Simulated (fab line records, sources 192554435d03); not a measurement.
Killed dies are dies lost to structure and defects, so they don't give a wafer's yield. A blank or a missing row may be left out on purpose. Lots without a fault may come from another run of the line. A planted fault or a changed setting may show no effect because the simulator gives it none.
Chamber matching | flow n5_finfet | N5_FIN_SAQP_FIN_ETCH_36 on rie_si-03: 4 sister chambers
The step etches the open film in HBr/Cl2/O2, target depth 120 nm, time 50.4 s. 18 wafers are shown with their chamber, then 9 later ones without.

WAFERS WITH THEIR CHAMBER
wafer  | chamber | drypump_motor_current_A (A) | throttle_valve_pct (%) | oes_product_au (a.u.)
L075.2 | 0       | 6.1                         | 36.44                  | 0.983
L075.3 | 1       | 6.2                         | 36.14                  | 1.004
L075.5 | 2       | 5.4                         | 36.20                  | 0.995
L079.2 | 3       | 5.7                         | 36.28                  | 0.977
L079.3 | 1       | 6.2                         | 36.15                  | 1.009
L079.4 | 0       | 6.1                         | 36.45                  | 0.972
L081.2 | 0       | 6.1                         | 36.43                  | 0.991
L081.5 | 0       | 6.1                         | 36.45                  | 0.973
L081.6 | 3       | 5.7                         | 36.26                  | 0.979
L082.1 | 0       | 6.0                         | 36.44                  | 0.988
L082.2 | 3       | 5.8                         | 36.26                  | 0.987
L082.6 | 3       | 5.7                         | 36.27                  | 0.977
L085.1 | 2       | 5.4                         | 36.22                  | 0.990
L085.4 | 0       | 6.1                         | 36.44                  | 0.979
L085.5 | 2       | 5.4                         | 36.21                  | 0.980
L090.1 | 3       | 5.7                         | 36.28                  | 0.965
L090.2 | 2       | 5.4                         | 36.20                  | 0.975
L090.3 | 1       | 6.2                         | 36.15                  | 1.000

SIGNATURES (means of the wafers above)
reading                 | chamber 0 | chamber 1 | chamber 2 | chamber 3 | scatter within a chamber
drypump_motor_current_A | 6.083     | 6.200     | 5.400     | 5.720     | 0.0342
throttle_valve_pct      | 36.4417   | 36.1467   | 36.2075   | 36.2700   | 0.00856
oes_product_au          | 0.98100   | 1.00433   | 0.98500   | 0.97700   | 0.00775
Rule: a wafer's distance from a chamber is the root of the sum, over the readings, of the square of ((its reading less the chamber's mean) divided by the reading's scatter). The wafer belongs to the nearest chamber; if the next one is less than 2 further off, it can't be placed. The scatter: the root of (the sum of the squares of (reading less its chamber's mean) over the shown wafers, divided by (wafers less chambers)).

WAFERS WITHOUT THEIR CHAMBER
wafer  | drypump_motor_current_A (A) | throttle_valve_pct (%) | oes_product_au (a.u.)
L093.1 | 6.2                         | 36.14                  | 1.008
L093.4 | 5.5                         | 36.22                  | 0.991
L093.6 | 6.1                         | 36.45                  | 0.965
L094.2 | 6.1                         | 36.48                  | 0.955
L094.3 | 6.2                         | 36.15                  | 1.002
L094.6 | 5.4                         | 36.22                  | 0.977
L095.2 | 6.1                         | 36.43                  | 0.969
L095.4 | 5.4                         | 36.21                  | 0.991
L095.5 | 5.4                         | 36.21                  | 0.995

WHICH CHAMBER EACH WENT THROUGH
wafer  | from the rows above | in truth
L093.1 | 1                   | 1
L093.4 | 2                   | 2
L093.6 | 0                   | 0
L094.2 | 0                   | 0
L094.3 | 1                   | 1
L094.6 | 2                   | 2
L095.2 | 0                   | 0
L095.4 | 2                   | 2
L095.5 | 2                   | 2
Placed correctly: 9 of 9. Can't be placed from these rows: 0. Placed wrongly: 0.
